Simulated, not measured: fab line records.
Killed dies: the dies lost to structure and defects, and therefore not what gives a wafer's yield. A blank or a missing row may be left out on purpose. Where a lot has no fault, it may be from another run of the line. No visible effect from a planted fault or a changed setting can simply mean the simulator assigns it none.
fab line records	flow nand-harc
record: lots: 7	wafers: 21	last-day: 23
route steps=1159 shown A_BLC@977
lots that met no fault: taken from a fault-free run of the same line
start-h: start of the lot's first displayed wafer, in hours after the record's first day	wait-h: time in hours since the lot's previous step	" the same as in the row above	L1.1+2: a row that stands for several wafers	- either no value or no given start	* or withheld: withheld	< > ~ a bound
route shown NAME@n: a module of which the file shows steps, and the number in the route of the first	usual: average and standard deviation across the fault-free wafers	same: alike in all rows	chamber/n: place in a boat	sites: each site's reading	_std_site: the standard deviation of these	_edge_site: inner sites' mean taken away from outer sites' mean	radius-mm: how far each site lies from the wafer's centre	mask NAME#n: copy n	behind: the last tool/chamber to shape the wafer	hold: why the lot was held/for how many hours/how that ended	device: whichever transistor did not switch (one of n, p or np)	end of line: at the end of the route, the tests of the same wafers	step lacking rows: just its recipe	killed: dies that structure and defects cost at the first sort, which is not the same as the wafer's yield	map: a wafer's dies, marking killed ones x, the rest . and places with no die _
set.NAME: the run value of the setting; set.NAME@STEP: its run value at that earlier step	model.NAME: the simulator's own value behind a step, which no gauge read
lots at selected steps of the route; one table per step, one row per wafer
services: the hour from which a tool's chamber was out of use, counted from the record's first day as start-h (under 0 if before that day), plus the number of hours and why
== steps ==
step: NHARC_A_BLC_DESCUM_15
recipe: time-s: 3	o2-flow-sccm: 200	ar-flow-sccm: 0	bias-power-w: 0	chemistry: O2
usual: chamber-pressure-mTorr: 59.99/0.06	drypump-motor-current-A: 5.8/0.6	oes-product-au: 0.999/0.0067	rf-vpp-V: 58.0/0.83	showerhead-plenum-p-Torr: 1.95/0.071	throttle-valve-pct: 11.311/0.0099
same: time-s: 3
lot.wafer	tool	chamber	start-h	wait-h	chamber-pressure-mTorr	drypump-motor-current-A	oes-product-au	rf-hours-counter-h	rf-vpp-V	showerhead-plenum-p-Torr	throttle-valve-pct
L787.3	rie-diel-10	3	400.67	0.1	60.03	4.9	0.996	3	57.0	1.93	11.303
L787.1	"	0	"	"	60.02	6.5	0.987	3	58.5	2.02	11.314
L787.4	"	1	"	"	59.93	6.4	1.000	4	57.2	1.86	11.308
L785.4	rie-diel-10	3	402.02	0.1	59.99	4.9	1.000	4	57.9	1.93	11.302
L785.3	"	1	"	"	60.00	6.4	1.006	4	58.1	1.86	11.318
L785.6	"	3	"	"	59.96	4.9	0.998	-	58.8	1.93	11.303
L786.1	rie-diel-13	0	402.27	0.1	59.91	6.1	1.004	15	58.3	1.85	11.305
L786.2	"	2	"	"	60.05	5.5	0.999	15	58.1	1.98	11.310
L786.6	"	1	"	"	60.03	5.1	0.984	-	59.0	2.02	11.328
L789.3	rie-diel-13	2	425.47	0.1	59.91	5.5	1.005	18	57.8	1.98	11.297
L789.4	"	0	"	"	59.93	6.1	0.997	-	58.7	1.85	11.320
L789.5	"	1	"	"	60.03	5.1	0.998	-	57.8	2.01	11.306
L790.2	rie-diel-13	1	441.92	0.1	60.04	5.2	0.989	19	58.7	2.01	11.315
L790.5	"	0	"	"	60.07	6.1	1.000	-	57.3	1.84	11.318
L790.4	"	1	"	"	59.87	5.2	1.003	-	57.4	2.01	11.328
L793.4	rie-diel-06	2	454.26	0.1	59.98	5.3	1.010	10	58.4	1.87	11.296
L793.1	"	0	"	"	60.02	6.3	0.998	10	58.6	1.85	11.301
L793.5	"	2	"	"	59.92	5.3	0.998	-	57.5	1.87	11.297
L801.3	rie-diel-10	0	494.94	0.1	60.03	6.5	0.998	12	57.9	2.02	11.305
L801.5	"	3	"	"	59.87	4.9	0.985	-	57.5	1.92	11.317
L801.6	"	0	"	"	60.03	6.5	0.981	-	58.3	2.02	11.301
step: NHARC_A_BLC_ETCH_16
recipe: target-depth-a: 390	over-etch-frac: 0.3	time-s: 65	ion-energy-ev: 80	cf4-flow-sccm: 150	ar-flow-sccm: 0	rf-w: 300	bias-w: 100	chemistry: CF4
step: NHARC_A_BLC_ETCH_17
recipe: target-depth-a: 3900	over-etch-frac: 0.25	time-s: 609.38	ion-energy-ev: 200	n2-flow-sccm: 150	h2-flow-sccm: 150	ar-flow-sccm: 0	rf-w: 400	bias-w: 150	chemistry: N2/H2
step: NHARC_A_BLC_ETCH_18
recipe: target-depth-a: 9100	c4f8-flow-sccm: 20	o2-flow-sccm: 10	ar-flow-sccm: withheld	rf-w: 600	bias-w: 1500	chemistry: C4F8/O2/Ar
step: NHARC_A_BLC_CD_MEAS_19
usual: cd-nm: 99.7/1.5
lot.wafer	tool	chamber	start-h	wait-h	cd-nm
L787.1	cd-sem-01	-	401.64	-	101.1
L787.3	"	-	"	"	97.7
L787.4	"	-	"	"	99.6
L785.3	cd-sem-03	-	402.98	-	97.9
L785.4	"	-	"	"	97.0
L785.6	"	-	"	"	99.0
L786.1	cd-sem-03	-	403.44	-	100.6
L786.2	"	-	"	"	99.8
L786.6	"	-	"	"	97.3
L789.3	cd-sem-01	-	426.61	-	97.2
L789.4	"	-	"	"	100.0
L789.5	"	-	"	"	100.7
L790.2	cd-sem-01	-	443.06	-	99.4
L790.4	"	-	"	"	98.4
L790.5	"	-	"	"	102.6
L793.1	cd-sem-02	-	455.22	-	100.2
L793.4	"	-	"	"	99.8
L793.5	"	-	"	"	99.9
L801.3	cd-sem-02	-	495.91	-	98.4
L801.5	"	-	"	"	101.6
L801.6	"	-	"	"	100.7
step: NHARC_A_BLC_STRIP_29
recipe: cf4-flow-sccm: 150	ar-flow-sccm: 0	bias-w: 0	chemistry: CF4
usual: cf4-flow-sccm: 150.0/0.44	chamber-pressure-mTorr: 50.00/0.045	drypump-motor-current-A: 5.7/0.57	oes-product-au: 0.997/0.0072	rf-vpp-V: 59.6/0.85	showerhead-plenum-p-Torr: 1.80/0.062	throttle-valve-pct: 13.283/0.0084
same: bias-w: 0
lot.wafer	tool	chamber	start-h	wait-h	cf4-flow-sccm	chamber-pressure-mTorr	drypump-motor-current-A	oes-product-au	rf-hours-counter-h	rf-vpp-V	showerhead-plenum-p-Torr	throttle-valve-pct
L787.3	rie-diel-13	0	401.72	0.1	149.9	50.03	6.1	0.993	15	59.7	1.71	13.279
L787.1	"	1	"	"	149.5	49.96	5.1	1.000	14	59.7	1.86	13.283
L787.4	"	0	"	"	150.3	50.05	6.1	0.997	-	59.0	1.71	13.278
L785.3	rie-diel-10	0	403.05	0.1	150.6	50.05	6.5	0.999	4	60.6	1.86	13.275
L785.4	"	2	"	"	150.2	50.03	6.3	1.010	4	59.5	1.87	13.284
L785.6	"	0	"	"	149.7	50.00	6.5	0.998	-	59.1	1.86	13.288
L786.2	rie-diel-13	2	403.53	0.1	150.9	49.98	5.5	0.992	15	59.3	1.82	13.292
L786.1	"	0	"	"	150.3	49.90	6.1	0.991	15	59.6	1.71	13.280
L786.6	"	0	"	"	150.4	49.93	6.1	0.992	-	58.7	1.71	13.276
L789.3	rie-diel-13	1	426.68	0.1	150.2	50.04	5.1	0.988	18	61.7	1.85	13.286
L789.5	"	1	"	"	150.0	50.02	5.1	0.990	-	60.2	1.85	13.281
L789.4	"	2	"	"	150.1	49.99	5.6	1.004	-	59.6	1.82	13.279
L790.4	rie-diel-10	2	443.14	0.1	149.2	49.92	6.3	1.006	9	59.4	1.87	13.281
L790.2	"	1	"	"	150.4	49.99	6.4	0.995	8	58.7	1.72	13.272
L790.5	"	2	"	"	149.3	50.03	6.3	1.000	-	58.9	1.87	13.296
L793.1	rie-diel-06	3	455.30	0.1	149.5	49.97	5.4	0.998	10	59.6	1.83	13.283
L793.4	"	2	"	"	149.8	50.04	5.3	0.999	11	60.2	1.73	13.298
L793.5	"	3	"	"	150.5	50.02	5.4	1.003	-	59.5	1.83	13.297
L801.3	rie-diel-13	0	496.01	0.1	151.1	49.95	6.1	0.995	4	58.4	1.71	13.276
L801.6	"	1	"	"	150.8	50.00	5.1	0.999	-	58.5	1.85	13.295
L801.5	"	2	"	"	149.5	49.98	5.5	0.979	-	61.2	1.82	13.288
step: NHARC_A_BLC_STRIP_21
recipe: o2-flow-sccm: 500	ar-flow-sccm: 0	bias-w: 0	chemistry: O2
usual: chamber-pressure-mTorr: 60.00/0.054	drypump-motor-current-A: 5.8/0.56	oes-product-au: 0.998/0.0069	rf-vpp-V: 58.0/0.82	showerhead-plenum-p-Torr: 3.59/0.13	throttle-valve-pct: 17.037/0.009
same: bias-w: 0
lot.wafer	tool	chamber	start-h	wait-h	chamber-pressure-mTorr	drypump-motor-current-A	oes-product-au	rf-hours-counter-h	rf-vpp-V	showerhead-plenum-p-Torr	throttle-valve-pct
L787.1	rie-diel-13	1	401.85	0.1	60.00	5.2	0.994	14	58.0	3.70	17.050
L787.3	"	0	"	"	59.99	6.1	1.000	15	58.6	3.41	17.046
L787.4	"	2	"	"	60.00	5.6	0.998	-	58.9	3.64	17.056
L785.3	rie-diel-10	1	403.16	0.1	59.91	6.4	1.002	4	58.3	3.43	17.036
L785.4	"	0	"	"	59.97	6.5	0.998	4	58.5	3.71	17.036
L785.6	"	2	"	"	60.02	6.3	1.013	-	57.7	3.73	17.049
L786.1	rie-diel-13	1	403.64	0.1	59.98	5.1	0.998	14	58.1	3.70	17.044
L786.2	"	0	"	"	60.01	6.1	0.998	15	56.9	3.41	17.025
L786.6	"	1	"	"	60.04	5.2	1.000	-	58.4	3.70	17.051
L789.3	rie-diel-13	2	426.81	0.1	60.05	5.6	0.998	19	58.5	3.63	17.041
L789.4	"	2	"	"	59.97	5.6	1.000	-	58.0	3.63	17.014
L789.5	"	1	"	"	59.90	5.1	0.997	-	57.9	3.70	17.043
L790.4	rie-diel-10	2	443.25	0.1	59.91	6.3	1.006	9	59.0	3.73	17.038
L790.2	"	3	"	"	59.96	4.9	1.001	9	58.5	3.55	17.021
L790.5	"	3	"	"	60.03	4.9	0.992	-	58.7	3.55	17.030
L793.1	rie-diel-06	0	455.40	0.1	59.92	6.3	0.995	10	57.5	3.42	17.036
L793.4	"	2	"	"	59.99	5.2	0.989	11	57.5	3.45	17.043
L793.5	"	0	"	"	59.93	6.3	0.998	-	57.7	3.42	17.041
L801.3	rie-diel-13	0	496.09	0.1	59.99	6.1	0.998	4	57.0	3.41	17.033
L801.6	"	3	"	"	59.97	5.5	0.995	-	59.0	3.73	17.045
L801.5	"	0	"	"	59.96	6.1	0.996	-	57.4	3.41	17.028
step: NHARC_A_BLC_STRIP_22
recipe: time-s: 600	temp-c: 30	chemistry: post-etch-residue-remover
step: NHARC_A_BLC_DEGAS_30
recipe: temp-c: 300	time-s: 60
usual: heater-power-w: 481/40
same: time-s: 60
lot.wafer	tool	chamber	start-h	wait-h	heater-power-w
L787.3	pvd-sputter-03	-	402.29	-	455
L787.4	"	-	"	"	514
L787.1	"	-	"	"	513
L785.4	pvd-sputter-01	-	403.58	-	496
L785.3	"	-	"	"	420
L785.6	"	-	"	"	422
L786.2	pvd-sputter-03	-	404.09	-	512
L786.1	"	-	"	"	544
L786.6	"	-	"	"	529
L789.3	pvd-sputter-01	-	427.25	-	416
L789.4	"	-	"	"	451
L789.5	"	-	"	"	440
L790.4	pvd-sputter-01	-	443.68	-	439
L790.2	"	-	"	"	411
L790.5	"	-	"	"	448
L793.4	pvd-sputter-01	-	455.82	-	446
L793.1	"	-	"	"	509
L793.5	"	-	"	"	445
L801.3	pvd-sputter-02	-	496.52	-	486
L801.6	"	-	"	"	494
L801.5	"	-	"	"	494
step: NHARC_A_BLC_PRE_CLEAN_31
recipe: time-s: 15	bias-v: 250	gas: Ar
step: NHARC_A_BLC_PVD_32
recipe: target-thk-a: 50	chamber-pressure-pa: 5	power-w: 5000	substrate-temp-c: 200	time-s: 17.7	material: Ti
step: NHARC_A_BLC_ALD_23
recipe: target-thk-a: 30	pulse-time-s: 1	ald-cycles: 150	temp-c: 450	material: TiN
usual: heater-power-outer-w: 708/120	heater-power-w: 1070/140	precursor-pulse-height-rel: 1.005/0.018
lot.wafer	tool	chamber	start-h	wait-h	heater-power-outer-w	heater-power-w	precursor-pulse-height-rel	since-wet-clean-h
L787.1	ald-metal-04	1	402.54	-	896	1262	0.991	165
L787.4	"	2	"	"	697	1069	0.977	165
L787.3	"	3	"	"	762	1074	0.992	165
L785.3	ald-metal-02	1	403.85	-	629	865	0.963	30
L785.4	"	0	"	"	724	1137	0.999	30
L785.6	"	2	"	"	567	895	1.017	-
L786.2	ald-metal-03	3	404.35	-	638	977	1.048	72
L786.1	"	0	"	"	592	879	0.997	72
L786.6	"	2	"	"	659	983	0.998	-
L789.4	ald-metal-04	3	427.51	-	786	1092	0.995	12
L789.3	"	0	"	"	587	1029	1.030	12
L789.5	"	3	"	"	778	1097	1.044	-
L790.4	ald-metal-02	1	443.92	-	631	879	0.994	70
L790.2	"	3	"	"	784	1239	1.020	70
L790.5	"	2	"	"	588	858	1.001	-
L793.1	ald-metal-04	2	456.09	-	705	1117	1.020	40
L793.4	"	0	"	"	592	1012	1.023	40
L793.5	"	2	"	"	708	1126	1.003	-
L801.3	ald-metal-04	1	496.74	-	981	1373	1.049	81
L801.6	"	1	"	"	960	1326	1.035	-
L801.5	"	2	"	"	710	1132	1.014	-
step: NHARC_A_BLC_CVD_24
recipe: target-thk-a: 1500	temp-c: 300	pressure-torr: 40	wf6-flow-sccm: 40	h2-flow-sccm: 1600	ar-flow-sccm: 1560	time-s: 434	material: W
usual: heater-power-outer-w: 241/14	heater-power-w: 434/51	throttle-valve-pct: 8.11/0.26
same: time-s: 434
lot.wafer	tool	chamber	start-h	wait-h	heater-power-outer-w	heater-power-w	since-wet-clean-h	throttle-valve-pct
L787.1	cvd-w-02	1	402.81	-	218	366	13	8.27
L787.4	"	0	"	"	255	481	-	8.16
L787.3	"	1	"	"	225	368	-	8.07
L785.3	cvd-w-02	1	404.19	-	224	371	-	8.43
L785.4	"	0	"	"	255	484	-	7.79
L785.6	"	0	"	"	256	482	-	7.85
L786.1	cvd-w-02	1	404.53	-	229	364	15	8.53
L786.2	"	0	"	"	256	488	15	7.97
L786.6	"	1	"	"	226	377	-	8.27
L789.4	cvd-w-02	0	434.50	-	253	492	-	8.18
L789.3	"	1	"	"	225	373	-	8.06
L789.5	"	1	"	"	224	360	-	8.35
L789.4	cvd-w-02	0	439.03	4.5	251	495	-	8.18
L789.3	"	1	"	"	230	377	-	8.23
L789.5	"	1	"	"	226	374	-	8.38
L790.2	cvd-w-02	1	444.20	-	227	382	55	8.56
L790.4	"	1	"	"	223	372	-	8.40
L790.5	"	0	"	"	257	490	-	7.58
L790.2	cvd-w-02	1	444.88	0.6	230	373	-	8.15
L790.4	"	1	"	"	224	373	-	8.44
L790.5	"	0	"	"	260	485	-	7.69
L793.1	cvd-w-02	0	460.73	-	249	496	71	7.96
L793.4	"	1	"	"	230	376	-	8.27
L793.5	"	0	"	"	254	495	-	7.88
L793.1	cvd-w-02	0	463.98	3.2	255	469	-	7.83
L793.4	"	1	"	"	227	389	-	8.19
L793.5	"	0	"	"	260	485	-	7.96
L801.3	cvd-w-01	0	499.67	-	238	445	-	7.79
L801.6	"	0	"	"	231	440	-	7.96
L801.5	"	1	"	"	248	458	-	8.15
step: NHARC_A_BLC_CMP_25
recipe: t-overpolish-s: 30	target-thk-nm: 150
usual: motor-current-A: 11.8/1.3	overpolish-run-s: 29.999/0.0095	time-to-endpoint-s: 29.5/2
lot.wafer	tool	chamber	start-h	wait-h	motor-current-A	overpolish-run-s	time-to-endpoint-s
L787.3	cmp-01	2	403.27	0.2	11.0	29.998	26.5
L787.1	"	3	"	"	14.2	29.991	27.7
L787.4	"	1	"	"	11.9	30.002	29.1
L785.4	cmp-04	1	404.59	0.3	10.3	30.000	29.1
L785.3	"	2	"	"	11.7	30.007	28.5
L785.6	"	1	"	"	10.6	30.008	28.5
L786.2	cmp-02	2	405.08	0.4	13.0	30.007	28.2
L786.1	"	0	"	"	9.4	30.014	27.1
L786.6	"	2	"	"	13.6	29.989	28.3
L789.3	cmp-01	1	439.47	0.3	12.3	29.999	63.5
L789.4	"	2	"	"	10.9	29.992	59.3
L789.5	"	2	"	"	11.0	30.009	58.2
L790.2	cmp-04	1	445.49	0.5	10.2	30.000	57.8
L790.4	"	2	"	"	11.2	30.018	62.6
L790.5	"	0	"	"	12.4	29.991	61.6
L793.1	cmp-02	3	464.57	0.5	13.2	30.002	60.2
L793.4	"	0	"	"	9.7	29.995	59.3
L793.5	"	3	"	"	13.1	30.004	61.6
L801.3	cmp-02	0	500.14	0.4	10.0	30.010	32.1
L801.6	"	1	"	"	10.9	30.007	29.2
L801.5	"	2	"	"	12.9	30.003	27.9
== services ==
tool	chamber	start-h	hours	kind
cmp-01	-	381.20	4.0	pm
pvd-sputter-02	-	392.00	10.0	pm
ald-metal-02	3	398.07	4.1	repair
cmp-04	-	399.29	4.0	pm
rie-diel-06	1	400.58	29.1	repair
ald-metal-03	1	404.82	1.8	repair
ald-metal-04	-	406.00	10.0	pm
cmp-04	-	411.00	3.1	repair
cmp-01	-	416.27	18.0	repair
ald-metal-03	-	416.29	0.4	repair
rie-diel-06	-	418.20	9.0	pm
cmp-02	-	424.13	4.0	pm
rie-diel-10	0	427.08	6.7	repair
ald-metal-03	-	450.70	1.0	repair
rie-diel-13	-	453.00	9.0	pm
pvd-sputter-03	-	458.08	10.0	pm
rie-diel-06	2	462.53	3.9	repair
cmp-02	-	466.07	0.6	repair
cmp-01	-	476.37	1.1	repair
pvd-sputter-02	-	477.55	1.4	repair
cvd-w-01	-	477.80	13.0	pm
cmp-01	-	479.20	4.0	pm
rie-diel-10	2	480.05	3.0	repair
cmp-04	-	497.29	4.0	pm
== key ==
first-sign: step: NHARC_A_BLC_CVD_24	reading: visit	direction: added
effect: step: NHARC_A_BLC_CMP_25	reading: time-to-endpoint-s	direction: up	sigmas: 16	usual: *	struck: *
met-at NHARC_A_BLC_CVD_24
struck-wafers L789.3,L789.4,L789.5,L790.2,L790.4,L790.5,L793.1,L793.4,L793.5
sort-left-out L789.3,L789.4,L789.5,L790.2,L790.4,L790.5,L793.1,L793.4,L793.5
tester-left-out L789,L790,L793
fault: kind: repeated-step-whole	tool: cvd-w-01,cvd-w-02	chamber: -	onset-h: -	steps: NHARC_A_BLC_CVD_24	times: 1	scope: struck-lots-only
tester-left-out: of these lots the tester's yield and bins aren't shown, on N5 and GAA mostly nor the transistor test; their killed dies are dies lost to structure and defects alone, not to doping, threshold or leakage, so they don't give the yield
sort-left-out: the simulated sort isn't trusted on such a fault, so these wafers' sort isn't shown, and their yield isn't known
